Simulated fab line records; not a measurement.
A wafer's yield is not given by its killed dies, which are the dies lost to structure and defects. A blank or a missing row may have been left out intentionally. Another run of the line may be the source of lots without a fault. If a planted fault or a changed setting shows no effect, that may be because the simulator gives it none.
Matching of chambers / flow n5_finfet / rie_diel-02 running N5_BEOL_M0_ETCH_109: 4 sister chambers
The step etches SiCN in CH3F/O2, target depth 8 nm, overetch 2.4 nm, time 27.4 s. 27 wafers are shown with their chamber, then 12 later ones without.

EACH WAFER AND ITS CHAMBER
wafer=L077.3; chamber=0; showerhead_plenum_p_Torr (Torr)=1.92; drypump_motor_current_A (A)=5.7; throttle_valve_pct (%)=16.38
wafer=L077.4; chamber=2; showerhead_plenum_p_Torr (Torr)=2.07; drypump_motor_current_A (A)=5.9; throttle_valve_pct (%)=16.50
wafer=L077.6; chamber=1; showerhead_plenum_p_Torr (Torr)=2.05; drypump_motor_current_A (A)=5.0; throttle_valve_pct (%)=16.02
wafer=L082.1; chamber=2; showerhead_plenum_p_Torr (Torr)=2.07; drypump_motor_current_A (A)=5.9; throttle_valve_pct (%)=16.51
wafer=L082.4; chamber=1; showerhead_plenum_p_Torr (Torr)=2.05; drypump_motor_current_A (A)=4.9; throttle_valve_pct (%)=16.03
wafer=L082.5; chamber=1; showerhead_plenum_p_Torr (Torr)=2.05; drypump_motor_current_A (A)=4.9; throttle_valve_pct (%)=16.04
wafer=L085.2; chamber=3; showerhead_plenum_p_Torr (Torr)=2.03; drypump_motor_current_A (A)=5.4; throttle_valve_pct (%)=16.16
wafer=L085.4; chamber=0; showerhead_plenum_p_Torr (Torr)=1.91; drypump_motor_current_A (A)=5.7; throttle_valve_pct (%)=16.42
wafer=L085.6; chamber=3; showerhead_plenum_p_Torr (Torr)=2.03; drypump_motor_current_A (A)=5.4; throttle_valve_pct (%)=16.18
wafer=L086.1; chamber=3; showerhead_plenum_p_Torr (Torr)=2.03; drypump_motor_current_A (A)=5.4; throttle_valve_pct (%)=16.17
wafer=L086.2; chamber=0; showerhead_plenum_p_Torr (Torr)=1.91; drypump_motor_current_A (A)=5.7; throttle_valve_pct (%)=16.42
wafer=L086.3; chamber=1; showerhead_plenum_p_Torr (Torr)=2.05; drypump_motor_current_A (A)=4.9; throttle_valve_pct (%)=16.05
wafer=L086.4; chamber=2; showerhead_plenum_p_Torr (Torr)=2.07; drypump_motor_current_A (A)=5.9; throttle_valve_pct (%)=16.52
wafer=L086.5; chamber=1; showerhead_plenum_p_Torr (Torr)=2.05; drypump_motor_current_A (A)=4.9; throttle_valve_pct (%)=16.05
wafer=L086.6; chamber=0; showerhead_plenum_p_Torr (Torr)=1.91; drypump_motor_current_A (A)=5.7; throttle_valve_pct (%)=16.41
wafer=L084.1; chamber=0; showerhead_plenum_p_Torr (Torr)=1.91; drypump_motor_current_A (A)=5.6; throttle_valve_pct (%)=16.43
wafer=L084.5; chamber=1; showerhead_plenum_p_Torr (Torr)=2.05; drypump_motor_current_A (A)=5.0; throttle_valve_pct (%)=16.06
wafer=L084.6; chamber=0; showerhead_plenum_p_Torr (Torr)=1.91; drypump_motor_current_A (A)=5.6; throttle_valve_pct (%)=16.43
wafer=L090.1; chamber=1; showerhead_plenum_p_Torr (Torr)=2.04; drypump_motor_current_A (A)=5.0; throttle_valve_pct (%)=16.06
wafer=L090.2; chamber=2; showerhead_plenum_p_Torr (Torr)=2.07; drypump_motor_current_A (A)=5.9; throttle_valve_pct (%)=16.54
wafer=L090.3; chamber=3; showerhead_plenum_p_Torr (Torr)=2.03; drypump_motor_current_A (A)=5.4; throttle_valve_pct (%)=16.18
wafer=L090.4; chamber=0; showerhead_plenum_p_Torr (Torr)=1.91; drypump_motor_current_A (A)=5.7; throttle_valve_pct (%)=16.43
wafer=L090.5; chamber=3; showerhead_plenum_p_Torr (Torr)=2.03; drypump_motor_current_A (A)=5.4; throttle_valve_pct (%)=16.17
wafer=L090.6; chamber=2; showerhead_plenum_p_Torr (Torr)=2.07; drypump_motor_current_A (A)=5.9; throttle_valve_pct (%)=16.54
wafer=L091.1; chamber=2; showerhead_plenum_p_Torr (Torr)=2.06; drypump_motor_current_A (A)=5.9; throttle_valve_pct (%)=16.54
wafer=L091.2; chamber=0; showerhead_plenum_p_Torr (Torr)=1.91; drypump_motor_current_A (A)=5.7; throttle_valve_pct (%)=16.44
wafer=L091.3; chamber=1; showerhead_plenum_p_Torr (Torr)=2.04; drypump_motor_current_A (A)=5.0; throttle_valve_pct (%)=16.09

SIGNATURES, as means of the wafers listed above
reading=showerhead_plenum_p_Torr; chamber 0=1.9112; chamber 1=2.0475; chamber 2=2.0683; chamber 3=2.0300; scatter within a chamber=0.00373
reading=drypump_motor_current_A; chamber 0=5.675; chamber 1=4.950; chamber 2=5.900; chamber 3=5.400; scatter within a chamber=0.039
reading=throttle_valve_pct; chamber 0=16.4200; chamber 1=16.0500; chamber 2=16.5250; chamber 3=16.1720; scatter within a chamber=0.018
Rule: a wafer's distance from a chamber is the root of the sum, over the readings, of the square of ((its reading less the chamber's mean) divided by the reading's scatter). The wafer belongs to the nearest chamber; if the next one is less than 2 further off, it can't be placed. How the scatter is found: for the shown wafers, subtract from each reading the mean of its chamber, square and add these, divide the total by (wafers less chambers), then take the root.

WAFERS WITH NO CHAMBER GIVEN
wafer=L091.4; showerhead_plenum_p_Torr (Torr)=2.03; drypump_motor_current_A (A)=5.3; throttle_valve_pct (%)=16.18
wafer=L091.5; showerhead_plenum_p_Torr (Torr)=1.91; drypump_motor_current_A (A)=5.7; throttle_valve_pct (%)=16.45
wafer=L091.6; showerhead_plenum_p_Torr (Torr)=2.04; drypump_motor_current_A (A)=5.0; throttle_valve_pct (%)=16.07
wafer=L092.2; showerhead_plenum_p_Torr (Torr)=2.04; drypump_motor_current_A (A)=5.0; throttle_valve_pct (%)=16.09
wafer=L092.5; showerhead_plenum_p_Torr (Torr)=2.06; drypump_motor_current_A (A)=5.9; throttle_valve_pct (%)=16.55
wafer=L092.6; showerhead_plenum_p_Torr (Torr)=2.03; drypump_motor_current_A (A)=5.4; throttle_valve_pct (%)=16.19
wafer=L093.1; showerhead_plenum_p_Torr (Torr)=2.06; drypump_motor_current_A (A)=5.9; throttle_valve_pct (%)=16.56
wafer=L093.2; showerhead_plenum_p_Torr (Torr)=1.90; drypump_motor_current_A (A)=5.6; throttle_valve_pct (%)=16.43
wafer=L093.3; showerhead_plenum_p_Torr (Torr)=2.04; drypump_motor_current_A (A)=5.0; throttle_valve_pct (%)=16.09
wafer=L096.1; showerhead_plenum_p_Torr (Torr)=2.06; drypump_motor_current_A (A)=5.9; throttle_valve_pct (%)=16.55
wafer=L096.2; showerhead_plenum_p_Torr (Torr)=1.90; drypump_motor_current_A (A)=5.7; throttle_valve_pct (%)=16.47
wafer=L096.4; showerhead_plenum_p_Torr (Torr)=2.04; drypump_motor_current_A (A)=4.9; throttle_valve_pct (%)=16.09

WHICH CHAMBER EACH WENT THROUGH
wafer=L091.4; from the rows above=3; in truth=3
wafer=L091.5; from the rows above=0; in truth=0
wafer=L091.6; from the rows above=1; in truth=1
wafer=L092.2; from the rows above=1; in truth=1
wafer=L092.5; from the rows above=2; in truth=2
wafer=L092.6; from the rows above=3; in truth=3
wafer=L093.1; from the rows above=2; in truth=2
wafer=L093.2; from the rows above=0; in truth=0
wafer=L093.3; from the rows above=1; in truth=1
wafer=L096.1; from the rows above=2; in truth=2
wafer=L096.2; from the rows above=0; in truth=0
wafer=L096.4; from the rows above=1; in truth=1
Correctly placed: 12 of 12. Number that these rows cannot place: 0. 0 placed wrongly.
